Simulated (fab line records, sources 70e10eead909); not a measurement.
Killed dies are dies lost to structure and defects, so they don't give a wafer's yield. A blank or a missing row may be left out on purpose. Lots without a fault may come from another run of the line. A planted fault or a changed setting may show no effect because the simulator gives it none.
Which tool did it? | flow nand_harc | 6 lots, 18 wafers sampled, at 4 steps of a route of 1159

WHAT THE GAUGES READ, wafer by wafer
NHARC_A_CONTACT_INSPECT_44.
lot  | measured     | on                | raw_defect_count
L727 | day 16 18:13 | defect_inspect-02 | 29 19 14
L734 | day 18 17:05 | defect_inspect-01 | 871 810 824 863 805 837
L740 | day 19 21:38 | defect_inspect-01 | 30 18 31
L743 | day 20 15:07 | defect_inspect-01 | 35 27 35
L746 | day 22 02:55 | defect_inspect-01 | 16 13 10
L748 | day 22 07:42 | defect_inspect-02 | 45 38 32

WHICH TOOL RAN EACH LOT (tool, then ch and the chambers of the sampled wafers, then the start)
lot  | NHARC_A_WL_FILL_CMP_12        | NHARC_A_CONTACT_DEP_28        | NHARC_A_CONTACT_DEP_29
L727 | cmp-04 ch 0,2,3, day 16 14:08 | acl_dep-02 ch 0, day 16 15:14 | pecvd-02 ch 1,2, day 16 17:29
L734 | cmp-02 ch 1,2,3, day 18 11:22 | acl_dep-02 ch 0, day 18 14:22 | pecvd-03 ch 0,1,2, day 18 16:13
L740 | cmp-02 ch 0,2, day 19 17:22   | acl_dep-01 ch 0, day 19 18:34 | pecvd-04 ch 0,1,2, day 19 20:48
L743 | cmp-02 ch 0,2,3, day 20 09:57 | acl_dep-01 ch 0, day 20 12:22 | pecvd-02 ch 0,1, day 20 14:19
L746 | cmp-04 ch 0,1,3, day 21 22:50 | acl_dep-03 ch 0, day 22 00:00 | pecvd-03 ch 0,1, day 22 02:12
L748 | cmp-04 ch 1,2, day 22 03:08   | acl_dep-02 ch 0, day 22 04:44 | pecvd-02 ch 1,2, day 22 07:00
- NHARC_A_WL_FILL_CMP_12: polishes, t overpolish 30 s, target thk 75 nm.
- NHARC_A_CONTACT_DEP_28: deposits aC, target thk 3600 nm.
- NHARC_A_CONTACT_DEP_29: deposits SiON, target thk 70 nm.

THE ANSWER, worked out from the rows above alone
Rule: what is usual is taken from the lots themselves. Put in order of their means at a reading, lots are off if they are a third of the lots or fewer, leave a main group of 4 or more, and stand apart from it by a gap of 3 or more times the standard deviation of the main group's means; of several such gaps the widest counts. A main group whose means are all the same, to the digits that the tables above print for the reading, isn't used. A lot without any number at a reading at which 4 lots or more have one is off too. The other lots that the step has rows for count as sound.
Off: L734, at NHARC_A_CONTACT_INSPECT_44 (raw_defect_count). The main group: mean 26, standard deviation 8.8.
A tool fits if, at a process step before that reading, it ran every lot that is off, and no sound lot after the first of them. The gauges at NHARC_A_CONTACT_INSPECT_44 are tried like those tools. None of those tried fits.

WHAT THE SIMULATOR HAD PUT IN
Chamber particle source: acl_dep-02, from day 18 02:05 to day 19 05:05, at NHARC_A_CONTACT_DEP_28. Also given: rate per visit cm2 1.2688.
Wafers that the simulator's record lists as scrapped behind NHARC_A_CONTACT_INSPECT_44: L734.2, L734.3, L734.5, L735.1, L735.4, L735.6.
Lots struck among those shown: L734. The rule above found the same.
